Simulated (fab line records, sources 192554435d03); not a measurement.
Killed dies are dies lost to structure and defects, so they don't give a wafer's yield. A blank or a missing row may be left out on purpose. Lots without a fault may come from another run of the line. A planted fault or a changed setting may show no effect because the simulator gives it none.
Which tool did it? | flow n5_finfet | 11 lots, 33 wafers sampled, at 4 steps of a route of 1938

WHAT THE GAUGES READ, wafer by wafer
N5_BEOL_M5_OVL_MEAS_12.
lot  | measured     | on         | M5_OVL (nm)
L600 | day 8 00:32  | overlay-01 | 0.2 0.2 -0.4
L599 | day 8 18:39  | overlay-01 | -1.7 -2.3 -1.9
L601 | day 8 18:48  | overlay-01 | -1.0 -0.9 0.7
L602 | day 8 23:01  | overlay-02 | -0.8 -1.9 -1.1
L609 | day 11 01:51 | overlay-01 | -0.4 -0.5 -0.7
L610 | day 11 15:37 | overlay-01 | -0.7 -0.1 -1.1
L615 | day 12 12:16 | overlay-01 | -0.1 -1.0 0.6
L613 | day 12 15:55 | overlay-02 | -1.1 -0.9 -1.0
L616 | day 12 19:19 | overlay-02 | 0.0 -0.4 0.0
L618 | day 12 20:44 | overlay-01 | -1.5 0.4 -0.9
L620 | day 13 23:26 | overlay-02 | -1.1 -0.1 -1.1

WHICH TOOL RAN EACH LOT (tool, then ch and the chambers of the sampled wafers, then the start)
lot  | N5_BEOL_M4_CMP_52             | N5_BEOL_M4_CO_CAP_55             | N5_BEOL_M5_COAT_05
L600 | cmp-04 ch 0,1,2, day 7 20:59  | cvd_co-02 ch 0,1,2, day 7 21:22  | litho_track-04 ch 0, day 8 00:07
L599 | cmp-04 ch 0,1,3, day 8 14:34  | cvd_co-01 ch 0,1,2, day 8 14:52  | litho_track-05 ch 0, day 8 18:13
L601 | cmp-03 ch 1,2, day 8 14:48    | cvd_co-01 ch 0,1, day 8 15:12    | litho_track-03 ch 0, day 8 18:18
L602 | cmp-03 ch 0,3, day 8 19:46    | cvd_co-02 ch 0,2, day 8 20:06    | litho_track-03 ch 0, day 8 22:35
L609 | cmp-03 ch 1,3, day 10 22:08   | cvd_co-02 ch 0,1,2, day 10 22:30 | litho_track-04 ch 0, day 11 01:26
L610 | cmp-02 ch 0,1,3, day 11 10:26 | cvd_co-02 ch 0,1,2, day 11 10:49 | litho_track-04 ch 0, day 11 15:13
L615 | cmp-04 ch 0,3, day 12 08:44   | cvd_co-01 ch 0,1,2, day 12 09:06 | litho_track-03 ch 0, day 12 11:51
L613 | cmp-02 ch 0,1,2, day 12 12:28 | cvd_co-02 ch 0,2, day 12 12:47   | litho_track-03 ch 0, day 12 15:37
L616 | cmp-03 ch 0,1,3, day 12 15:46 | cvd_co-02 ch 0,1,2, day 12 16:08 | litho_track-03 ch 0, day 12 19:01
L618 | cmp-04 ch 0,1,3, day 12 17:56 | cvd_co-01 ch 0,1,2, day 12 18:19 | litho_track-05 ch 0, day 12 20:20
L620 | cmp-03 ch 0,3, day 13 20:10   | cvd_co-01 ch 0,1,2, day 13 20:37 | litho_track-03 ch 0, day 13 23:08
- N5_BEOL_M4_CMP_52: polishes, stops on SiOC, t overpolish 6.8 s, target thk 40 nm.
- N5_BEOL_M4_CO_CAP_55: material Co, precursor CCTBA/H2, target thk 2 nm, time 102.1 s.
- N5_BEOL_M5_COAT_05: resist thk 30 nm.

WHAT THE TOOLS THEMSELVES READ (means of the sampled wafers that have a number; where no wafer has one, the mark that the record gives instead)
N5_BEOL_M4_CMP_52.
lot  | tool   | barrier_field_endpoint_s (s) | head_pressure_psi (psi) | motor_current_A (A) | overpolish_run_s (s) | time_to_endpoint_s (s)
L600 | cmp-04 | 24.1                         | 1.0012                  | 6.2                 | 6.794                | 59
L599 | cmp-04 | 24.6                         | 0.9990                  | 6.3                 | 6.803                | 64
L601 | cmp-03 | 25.5                         | 1.0001                  | 6.1                 | 6.806                | 63
L602 | cmp-03 | 24.5                         | 1.0011                  | 6.0                 | 6.802                | 60
L609 | cmp-03 | 24.9                         | 1.0034                  | 5.1                 | 6.795                | 59
L610 | cmp-02 | 24.7                         | 1.0005                  | 5.4                 | 6.797                | 65
L615 | cmp-04 | 24.0                         | 1.0019                  | 6.3                 | 6.798                | 60
L613 | cmp-02 | 24.6                         | 0.9995                  | 5.6                 | 6.801                | 63
L616 | cmp-03 | 24.2                         | 0.9998                  | 5.8                 | 6.798                | 59
L618 | cmp-04 | 25.0                         | 0.9994                  | 6.0                 | 6.802                | 64
L620 | cmp-03 | 24.6                         | 0.9984                  | 5.3                 | 6.792                | 65

N5_BEOL_M4_CO_CAP_55.
lot  | tool      | heater_power_w (W)
L600 | cvd_co-02 | 233
L599 | cvd_co-01 | 233
L601 | cvd_co-01 | 228
L602 | cvd_co-02 | 237
L609 | cvd_co-02 | 236
L610 | cvd_co-02 | 238
L615 | cvd_co-01 | 229
L613 | cvd_co-02 | 245
L616 | cvd_co-02 | 234
L618 | cvd_co-01 | 231
L620 | cvd_co-01 | 228

N5_BEOL_M5_COAT_05.
lot  | tool           | dispense_pressure_kPa (kPa) | spin_speed_rpm (rpm)
L600 | litho_track-04 | 48                          | 1499.8
L599 | litho_track-05 | 53                          | 1499.1
L601 | litho_track-03 | 43                          | 1500.1
L602 | litho_track-03 | 43                          | 1499.6
L609 | litho_track-04 | 48                          | 1283.9
L610 | litho_track-04 | 48                          | 1285.6
L615 | litho_track-03 | 43                          | 1499.8
L613 | litho_track-03 | 43                          | 1500.1
L616 | litho_track-03 | 43                          | 1499.1
L618 | litho_track-05 | 53                          | 1501.7
L620 | litho_track-03 | 43                          | 1499.6

THE ANSWER, worked out from the rows above alone
Rule: what is usual is taken from the lots themselves. Put in order of their means at a reading, lots are off if they are a third of the lots or fewer, leave a main group of 4 or more, and stand apart from it by a gap of 3 or more times the standard deviation of the main group's means; of several such gaps the widest counts. A main group whose means are all the same, to the digits that the tables above print for the reading, isn't used. A lot without any number at a reading at which 4 lots or more have one is off too. The other lots that the step has rows for count as sound. The gauges are gone through in route order, then the tools' own readings, and for those a lot's mean is taken as printed above. The first step at which some lot is off is used, and at that step the reading that is off furthest; a lot without a number counts as furthest.
Off: L609, L610, at N5_BEOL_M5_COAT_05 (spin_speed_rpm). The main group: mean 1499.9 rpm, standard deviation 0.73.
A tool fits if, at that step or a process step before it, it ran every lot that is off, and no sound lot after the first of them. One fits: litho_track-04 at N5_BEOL_M5_COAT_05. Its last sound lot is L600 (day 8 00:07), its first lot that is off L609 (day 11 01:26): a fault that began between those two fits.
The tool's own readings at N5_BEOL_M5_COAT_05 bear it out: on the lots that are off they differ by more than 5 times the standard deviation of the sound lots' means. spin_speed_rpm reads 1284.8 rpm there against 1499.9 rpm on the sound lots.

WHAT THE SIMULATOR HAD PUT IN
Process parameter drift: litho_track-04, from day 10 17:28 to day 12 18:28, at N5_BEOL_M5_COAT_05. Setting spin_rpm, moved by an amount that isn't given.
Lots struck among those shown: L609, L610. The rule above found the same.
